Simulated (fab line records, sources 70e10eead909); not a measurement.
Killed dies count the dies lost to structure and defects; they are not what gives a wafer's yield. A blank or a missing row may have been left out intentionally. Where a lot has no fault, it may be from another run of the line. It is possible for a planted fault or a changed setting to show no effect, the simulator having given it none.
What tool caused it? | flow nand-harc | 11 lots, 33 wafers sampled, at 5 steps of a route of 1159

## WHAT EACH GAUGE READ, for each wafer
NHARC_A_BLC_INSPECT_28. Usual: raw-defect-count at 418, with a standard deviation of 120.
lot  | measured     | on                | raw-defect-count | flag
L331 | day 17 11:49 | defect-inspect-02 | 529 410 485      |
L330 | day 17 15:40 | defect-inspect-01 | 237 333 407      |
L334 | day 18 22:17 | defect-inspect-01 | 298 262 254      |
L337 | day 19 05:37 | defect-inspect-01 | 399 375 681      |
L336 | day 19 22:28 | defect-inspect-01 | 417 495 362      |
L338 | day 20 06:23 | defect-inspect-01 | 640 354 502      |
L347 | day 22 12:14 | defect-inspect-02 | 483 357 469      |
L346 | day 22 12:40 | defect-inspect-01 | 553 389 472      |
L345 | day 22 13:38 | defect-inspect-02 | 390 289 402      |
L352 | day 23 07:14 | defect-inspect-02 | 475 346 305      |
L353 | day 23 23:13 | defect-inspect-01 | 450 387 356      |

NHARC_END_SORT_01. Usual: defect-limited-yield 95.1 %, standard deviation 1.6; killed-at-array 29, standard deviation 10; killed-at-other 0.7, standard deviation 1.1; killed-at-periphery 3.3, standard deviation 2.4; killed-dies 33, standard deviation 11; killed-open 3.3, standard deviation 2; killed-short 1.9, standard deviation 1.3; sort_bin_2_pct 1.5 %, standard deviation 0.67; sort_bin_3_pct 0.27 %, standard deviation 0.24; sort_bin_4_pct 3.1 %, standard deviation 1.1; sort-n-pass 644, standard deviation 11; sort-rim-yield-pct 97.1 %, standard deviation 2.1; sort-yield-pct 95.1 %, standard deviation 1.6.
lot  | measured     | on        | defect-limited-yield (%) | killed-at-array | killed-at-other | killed-at-periphery | killed-dies | killed-open | killed-short | sort_bin_2_pct (%) | sort_bin_3_pct (%) | sort_bin_4_pct (%) | sort-n-pass | sort-rim-yield-pct (%) | sort-yield-pct (%) | flag
L331 | day 19 03:10 | prober-02 | 94.4 94.2 95.7           | 32 37 29        | 3 0 0           | 3 2 0               | 38 39 29    | 4 2 0       | 3 4 0        | 1.6 1.2 0.6        | 0.30 0.30 0.30     | 3.7 4.3 3.4        | 639 638 648 | 96.2 99.1 96.2         | 94.4 94.2 95.7     |
L336 | day 21 18:52 | prober-01 | 95.4 96.2 95.1           | 25 25 31        | 1 1 0           | 5 0 2               | 31 26 33    | 4 1 1       | 3 1 0        | 1.3 1.2 0.7        | 0.30 0.15 0.15     | 3.0 2.5 4.0        | 646 651 644 | 97.2 98.1 99.1         | 95.4 96.2 95.1     |
L338 | day 22 01:58 | prober-02 | 94.4 95.4 95.6           | 33 29 26        | 1 0 1           | 4 2 3               | 38 31 30    | 4 5 2       | 2 2 1        | 2.4 1.3 1.3        | 0.44 0.15 0.30     | 2.8 3.1 2.8        | 639 646 647 | 95.3 97.2 97.2         | 94.4 95.4 95.6     |
L347 | day 24 15:56 | prober-02 | 95.4 95.6 93.6           | 28 25 38        | 0 1 2           | 3 4 3               | 31 30 43    | 4 7 8       | 2 3 6        | 1.2 1.6 0.9        | 0.15 0 0.15        | 3.2 2.8 5.3        | 646 647 634 | 99.1 97.2 97.2         | 95.4 95.6 93.6     |
L345 | day 24 07:22 | prober-01 | 96.9 96.9 98.1           | 16 14 13        | 0 1 0           | 5 6 0               | 21 21 13    | 3 6 2       | 2 2 1        | 0.4 1.3 0.1        | 0 0.15 0.15        | 2.7 1.6 1.6        | 656 656 664 | 98.1 98.1 100.0        | 96.9 96.9 98.1     |
L353 | day 25 16:45 | prober-01 | 94.7 94.7 94.2           | 35 30 38        | 0 0 0           | 1 6 1               | 36 36 39    | 3 4 2       | 1 3 2        | 2.1 1.3 1.0        | 0.59 0.44 0.15     | 2.7 3.5 4.6        | 641 641 638 | 97.2 98.1 96.2         | 94.7 94.7 94.2     |

## WHAT TOOL EACH LOT RAN ON (gives the tool, then ch and the chambers of the sampled wafers, and finally the start)
lot  | NHARC_A_M0_ETCH_15                            | NHARC_A_M0_STRIP_18                | NHARC_A_M0_STRIP_19
L331 | rie-diel-04 ch 0,1,3, day 17 13:19 or earlier | rie-diel-04 ch 1,2,3, day 17 13:19 | wet-bench-03 ch 0,3,7, day 17 13:34
L330 | rie-diel-10 ch 1,2, day 17 17:07 or earlier   | rie-diel-04 ch 0,2,3, day 17 17:07 | wet-bench-03 ch 0,5,7, day 17 17:21
L334 | rie-diel-10 ch 0,1,2, day 18 23:45 or earlier | rie-diel-10 ch 1,2, day 18 23:45   | wet-bench-05 ch 1,4,6, day 19 00:02
L337 | rie-diel-05 ch 2,3, day 19 07:00 or earlier   | rie-diel-10 ch 1,2, day 19 07:00   | wet-bench-02 ch 0,3,7, day 19 07:20
L336 | rie-diel-05 ch 0,2,3, day 19 23:49 or earlier | rie-diel-05 ch 1,2,3, day 19 23:49 | wet-bench-03 ch 1,4,5, day 20 00:05
L338 | rie-diel-05 ch 0,2, day 20 07:43 or earlier   | rie-diel-10 ch 0,1, day 20 07:43   | wet-bench-02 ch 0,5,6, day 20 08:00
L347 | rie-diel-05 ch 0,1,3, day 22 13:46 or earlier | rie-diel-10 ch 1,2, day 22 13:46   | wet-bench-05 ch 0,4,7, day 22 14:01
L346 | rie-diel-10 ch 1,3, day 22 14:17 or earlier   | rie-diel-10 ch 0,2,3, day 22 14:17 | wet-bench-03 ch 2,6,7, day 22 14:34
L345 | rie-diel-04 ch 2,3, day 22 15:04 or earlier   | rie-diel-04 ch 2,3, day 22 15:04   | wet-bench-05 ch 3,4,5, day 22 15:20
L352 | rie-diel-04 ch 1,2,3, day 23 08:41 or earlier | rie-diel-04 ch 0,1,3, day 23 08:41 | wet-bench-03 ch 0,3,6, day 23 08:58
L353 | rie-diel-10 ch 0,1,2, day 24 00:53 or earlier | rie-diel-05 ch 0,1,3, day 24 00:53 | wet-bench-05 ch 2,4,7, day 24 01:10
- NHARC_A_M0_ETCH_15: etches the open film in C4F8/Ar, target depth 150 nm, overetch 15 nm, time 82.5 s.
- NHARC_A_M0_STRIP_18: strips in N2/H2.
- NHARC_A_M0_STRIP_19: strips in post etch residue remover, time 600 s.

## WHAT THE TOOLS THEMSELVES READ (means of the sampled wafers that have a number; where no wafer has one, the mark that the record gives instead)
NHARC_A_M0_ETCH_15. Usual: oes-product-au 0.951 a.u., standard deviation 0.026; rf-vpp-V 441.6 V, standard deviation 1.9.
lot  | tool        | oes-product-au (a.u.) | rf-vpp-V (V) | flag
L331 | rie-diel-04 | 0.921                 | 441.6        |
L330 | rie-diel-10 | 0.958                 | 441.7        |
L334 | rie-diel-10 | 0.967                 | 442.3        |
L337 | rie-diel-05 | 0.935                 | 442.1        |
L336 | rie-diel-05 | 0.967                 | 441.3        |
L338 | rie-diel-05 | 0.927                 | 443.9        |
L347 | rie-diel-05 | 0.917                 | 440.9        |
L346 | rie-diel-10 | 0.936                 | 444.2        |
L345 | rie-diel-04 | 0.981                 | 441.2        |
L352 | rie-diel-04 | 0.972                 | 440.7        |
L353 | rie-diel-10 | 0.979                 | 441.8        |

NHARC_A_M0_STRIP_18. Usual: chamber-pressure-mTorr 30.00 mTorr, standard deviation 0.031; drypump-motor-current-A 6.0 A, standard deviation 0.43; h2-flow-sccm 150.0 sccm, standard deviation 0.49; oes-product-au 1.005 a.u., standard deviation 0.013; power-w 1000 W, standard deviation 3.6; rf-vpp-V 90.8 V, standard deviation 0.87; showerhead-plenum-p-Torr 2.06 Torr, standard deviation 0.062; throttle-valve-pct 14.172 %, standard deviation 0.0089.
lot  | tool        | chamber-pressure-mTorr (mTorr) | drypump-motor-current-A (A) | h2-flow-sccm (sccm) | oes-product-au (a.u.) | power-w (W) | rf-vpp-V (V) | showerhead-plenum-p-Torr (Torr) | throttle-valve-pct (%) | flag
L331 | rie-diel-04 | 30.00                          | 6.3                         | 150.0               | 1.003                 | 1001        | 90.6         | 2.03                            | 14.171                 |
L330 | rie-diel-04 | 29.97                          | 6.3                         | 150.1               | 1.003                 | 997         | 91.0         | 2.04                            | 14.181                 |
L334 | rie-diel-10 | 30.00                          | 5.7                         | 149.8               | 1.005                 | 1004        | 91.0         | 2.09                            | 14.177                 |
L337 | rie-diel-10 | 29.97                          | 5.8                         | 150.3               | 1.006                 | 996         | 90.7         | 2.09                            | 14.173                 |
L336 | rie-diel-05 | 29.99                          | 5.6                         | 149.8               | 1.006                 | 1000        | 90.7         | 2.06                            | 14.169                 |
L338 | rie-diel-10 | 29.99                          | 5.6                         | 150.5               | 1.011                 | 1000        | 90.6         | 2.10                            | 14.178                 |
L347 | rie-diel-10 | 29.98                          | 5.9                         | 150.5               | 1.009                 | 1003        | 92.0         | 2.06                            | 14.170                 |
L346 | rie-diel-10 | 30.02                          | 6.1                         | 150.3               | 1.008                 | 999         | 90.3         | 2.10                            | 14.167                 |
L345 | rie-diel-04 | 30.02                          | 6.4                         | 150.5               | 0.995                 | 1002        | 89.4         | 2.04                            | 14.171                 |
L352 | rie-diel-04 | 30.01                          | 6.1                         | 150.5               | 1.000                 | 998         | 91.4         | 2.04                            | 14.161                 |
L353 | rie-diel-05 | 30.00                          | 5.7                         | 150.0               | 1.014                 | 1002        | 90.7         | 2.04                            | 14.174                 |

NHARC_A_M0_STRIP_19. Usual: bath-heat-duty-pct 13.3 %, standard deviation 1.8; run-length-s 603.4 s, standard deviation 1.1.
lot  | tool         | bath-heat-duty-pct (%) | run-length-s (s) | flag
L331 | wet-bench-03 | 13.5                   | 603.2            |
L330 | wet-bench-03 | 13.8                   | 603.9            |
L334 | wet-bench-05 | 13.8                   | 604.0            |
L337 | wet-bench-02 | 13.1                   | 603.2            |
L336 | wet-bench-03 | 13.4                   | 603.5            |
L338 | wet-bench-02 | 14.3                   | 603.9            |
L347 | wet-bench-05 | -                      | -                | OFF
L346 | wet-bench-03 | -                      | -                | OFF
L345 | wet-bench-05 | -                      | -                | OFF
L352 | wet-bench-03 | 12.8                   | 602.8            |
L353 | wet-bench-05 | 15.1                   | 603.6            |

## THE ANSWER, worked out from the rows above alone
Rule: a lot counts as off when the mean over its wafers that have a number is more than 3 standard deviations away from the usual mean. Also off: a lot with no number at a reading for which 4 or more lots have one. All remaining lots with rows at the step are treated as sound. First the gauges in route order, then the tools' own readings, where a lot's mean is used as printed above. The first step at which some lot is off is used, and at that step the reading that is off furthest; a lot without a number counts as furthest.
Off at NHARC_A_M0_STRIP_19 (bath-heat-duty-pct): L347, L346, L345. Without a number there: L347, L346, L345.
A tool fits if, at that step or a process step before it, it ran every lot that is off, and no sound lot after the first of them. NHARC_A_M0_ETCH_15 gives no start for some lots, so the hours and the order of its lots are those of NHARC_A_M0_STRIP_18. No candidate that was tried fits.

## WHAT THE SIMULATOR PUT IN
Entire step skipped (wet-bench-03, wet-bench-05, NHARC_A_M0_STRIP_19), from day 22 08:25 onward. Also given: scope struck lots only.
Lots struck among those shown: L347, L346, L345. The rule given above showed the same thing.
